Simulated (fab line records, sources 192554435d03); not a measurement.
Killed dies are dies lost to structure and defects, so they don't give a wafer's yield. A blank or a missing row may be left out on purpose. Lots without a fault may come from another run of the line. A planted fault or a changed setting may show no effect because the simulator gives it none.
Chamber matching | flow n5_finfet | N5_DUMMY_GATE_ETCH_36 on rie_diel-06: 4 sister chambers
The step etches SiARC in CF4, target depth 13 nm. 24 wafers are shown with their chamber, then 12 later ones without.

WAFERS WITH THEIR CHAMBER
wafer  | chamber | drypump_motor_current_A (A) | showerhead_plenum_p_Torr (Torr) | throttle_valve_pct (%)
L074.1 | 1       | 5.9                         | 2.18                            | 15.0
L074.2 | 3       | 5.3                         | 2.28                            | 15.6
L074.3 | 2       | 5.2                         | 2.15                            | 15.9
L075.3 | 3       | 5.3                         | 2.28                            | 15.6
L075.4 | 2       | 5.2                         | 2.15                            | 15.9
L075.6 | 3       | 5.3                         | 2.28                            | 15.6
L079.3 | 0       | 5.8                         | 2.10                            | 15.5
L079.4 | 2       | 5.2                         | 2.15                            | 15.9
L079.6 | 0       | 5.8                         | 2.10                            | 15.5
L081.1 | 1       | 5.9                         | 2.18                            | 15.0
L081.2 | 2       | 5.2                         | 2.15                            | 16.0
L081.5 | 0       | 5.7                         | 2.10                            | 15.5
L082.1 | 2       | 5.2                         | 2.15                            | 16.0
L082.4 | 0       | 5.8                         | 2.10                            | 15.5
L082.5 | 0       | 5.8                         | 2.10                            | 15.5
L083.1 | 1       | 5.9                         | 2.18                            | 15.1
L083.2 | 3       | 5.3                         | 2.28                            | 15.6
L083.5 | 3       | 5.3                         | 2.28                            | 15.6
L085.2 | 3       | 5.3                         | 2.27                            | 15.6
L085.4 | 3       | 5.3                         | 2.27                            | 15.6
L085.6 | 0       | 5.8                         | 2.09                            | 15.5
L087.1 | 2       | 5.2                         | 2.14                            | 16.0
L087.2 | 3       | 5.3                         | 2.27                            | 15.6
L087.6 | 0       | 5.8                         | 2.09                            | 15.6

SIGNATURES (means of the wafers above)
reading                  | chamber 0 | chamber 1 | chamber 2 | chamber 3 | scatter within a chamber
drypump_motor_current_A  | 5.786     | 5.900     | 5.200     | 5.300     | 0.0207
showerhead_plenum_p_Torr | 2.0971    | 2.1800    | 2.1483    | 2.2763    | 0.00455
throttle_valve_pct       | 15.514    | 15.033    | 15.950    | 15.600    | 0.0389
Rule: a wafer's distance from a chamber is the root of the sum, over the readings, of the square of ((its reading less the chamber's mean) divided by the reading's scatter). The wafer belongs to the nearest chamber; if the next one is less than 2 further off, it can't be placed. The scatter: the root of (the sum of the squares of (reading less its chamber's mean) over the shown wafers, divided by (wafers less chambers)).

WAFERS WITHOUT THEIR CHAMBER
wafer  | drypump_motor_current_A (A) | showerhead_plenum_p_Torr (Torr) | throttle_valve_pct (%)
L089.3 | 5.3                         | 2.27                            | 15.6
L089.4 | 5.9                         | 2.18                            | 15.1
L089.5 | 5.8                         | 2.09                            | 15.5
L090.2 | 5.8                         | 2.09                            | 15.5
L090.3 | 5.2                         | 2.14                            | 16.0
L090.4 | 5.3                         | 2.27                            | 15.6
L091.1 | 5.3                         | 2.27                            | 15.6
L091.3 | 5.9                         | 2.17                            | 15.1
L091.4 | 5.2                         | 2.14                            | 16.0
L092.2 | 5.9                         | 2.17                            | 15.1
L092.5 | 5.8                         | 2.09                            | 15.6
L092.6 | 5.3                         | 2.27                            | 15.6

WHICH CHAMBER EACH WENT THROUGH
wafer  | from the rows above | in truth
L089.3 | 3                   | 3
L089.4 | 1                   | 1
L089.5 | 0                   | 0
L090.2 | 0                   | 0
L090.3 | 2                   | 2
L090.4 | 3                   | 3
L091.1 | 3                   | 3
L091.3 | 1                   | 1
L091.4 | 2                   | 2
L092.2 | 1                   | 1
L092.5 | 0                   | 0
L092.6 | 3                   | 3
Placed correctly: 12 of 12. Can't be placed from these rows: 0. Placed wrongly: 0.
